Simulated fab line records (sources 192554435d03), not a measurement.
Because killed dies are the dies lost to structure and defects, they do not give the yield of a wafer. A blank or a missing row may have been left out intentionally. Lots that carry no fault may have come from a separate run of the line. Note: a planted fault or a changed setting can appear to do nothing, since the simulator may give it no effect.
3 desks, one fault | flow n5-finfet | what lay behind the numbers comes last; until then each desk has only its own

## THE DEFECT DESK
For each lot, the counts of the inspections along the route, averaged over the sampled wafers that have a number. A lot is out of limits, marked OUT, if its mean lies more than 4 standard deviations from the usual mean; the brackets give that distance.
Columns: A = raw-defect-count at N5_BEOL_M3_INSPECT_30, usual 416
lot  | first seen here | A
L569 | day 7 12:08     | 600
L572 | day 8 02:23     | 307
L575 | day 9 10:49     | 417
L577 | day 9 18:01     | 361
L579 | day 10 08:04    | 340
L581 | day 10 14:56    | 333
L591 | day 14 09:07    | 505
This desk found nothing out of limits on any of the 7 lots.

## METROLOGY DESK
Means of the sampled wafers that have a number, per lot and without regard to the tool the lot ran on: this is what the gauges read. A lot is out of limits, marked OUT, if its mean lies more than 4 standard deviations from the usual mean; the brackets give that distance. It has 12 readings; the 7 that lie furthest out on some lot are the ones shown.
Columns: A = cd-nm at N5_BEOL_M3_CD_MEAS_28, usual 25.60 nm; B = V2_OVL at N5_BEOL_M3_OVL_MEAS_29, usual -0.7 nm; C = DIBL_P at N5_BEOL_M4_RC_MEAS_101, usual 36.7 mV/V; D = IOFF_N at N5_BEOL_M4_RC_MEAS_101, usual 0.17 nA/um; E = ION_N at N5_BEOL_M4_RC_MEAS_101, usual 676 uA/um; F = ION_P at N5_BEOL_M4_RC_MEAS_101, usual 462 uA/um; G = VT_N at N5_BEOL_M4_RC_MEAS_101, usual 249 mV
lot  | first seen here | A     | B    | C    | D    | E   | F   | G
L569 | day 7 12:03     | 25.87 | -1.8 | 37.1 | 0.18 | 687 | 472 | 248
L572 | day 8 02:17     | 25.56 | -1.3 | 35.2 | 0.13 | 666 | 463 | 253
L575 | day 9 10:43     | 25.36 | 0.1  | 37.6 | 0.18 | 684 | 471 | 248
L577 | day 9 17:55     | 25.32 | -1.6 | 39.0 | 0.18 | 678 | 464 | 248
L579 | day 10 07:58    | 25.53 | -1.8 | 34.9 | 0.14 | 664 | 456 | 252
L581 | day 10 14:50    | 25.72 | -0.8 | 39.7 | 0.22 | 687 | 462 | 244
L591 | day 14 09:02    | 25.77 | 0.3  | 34.8 | 0.15 | 671 | 462 | 251
This desk found nothing out of limits on any of the 7 lots.

## DESK OF THE TOOL OWNER: ald-sin-02
The tool's own readings at N5_BEOL_M3_ALD_98 (deposits SiO2, target thk 2.5 nm, pulse time 1 s, co reactant pulse time 1 s): means of the sampled wafers that have a number, for each lot that ran on this tool. A lot is out of limits, marked OUT, if its mean lies more than 4 standard deviations from the usual mean; the brackets give that distance.
Columns: A = heater-power-w at N5_BEOL_M3_ALD_98, usual 78 W; B = precursor-pulse-height-rel at N5_BEOL_M3_ALD_98, usual 0.999
lot  | first seen here | A  | B
L569 | day 7 12:22     | 74 | 0.996
L575 | day 9 11:53     | 72 | 1.016
L579 | day 10 08:14    | 77 | 1.002
L581 | day 10 15:05    | 75 | 1.000
L591 | day 14 09:18    | 73 | 0.974
This desk found nothing out of limits on any of the 5 lots.

## PUT TOGETHER
No out-of-limits result turned up at the defect desk.
Nothing out of limits was seen by the metrology desk.
Nothing out of limits was seen by the tool owner's desk.

## WHAT HAD BEEN PUT IN BY THE SIMULATOR
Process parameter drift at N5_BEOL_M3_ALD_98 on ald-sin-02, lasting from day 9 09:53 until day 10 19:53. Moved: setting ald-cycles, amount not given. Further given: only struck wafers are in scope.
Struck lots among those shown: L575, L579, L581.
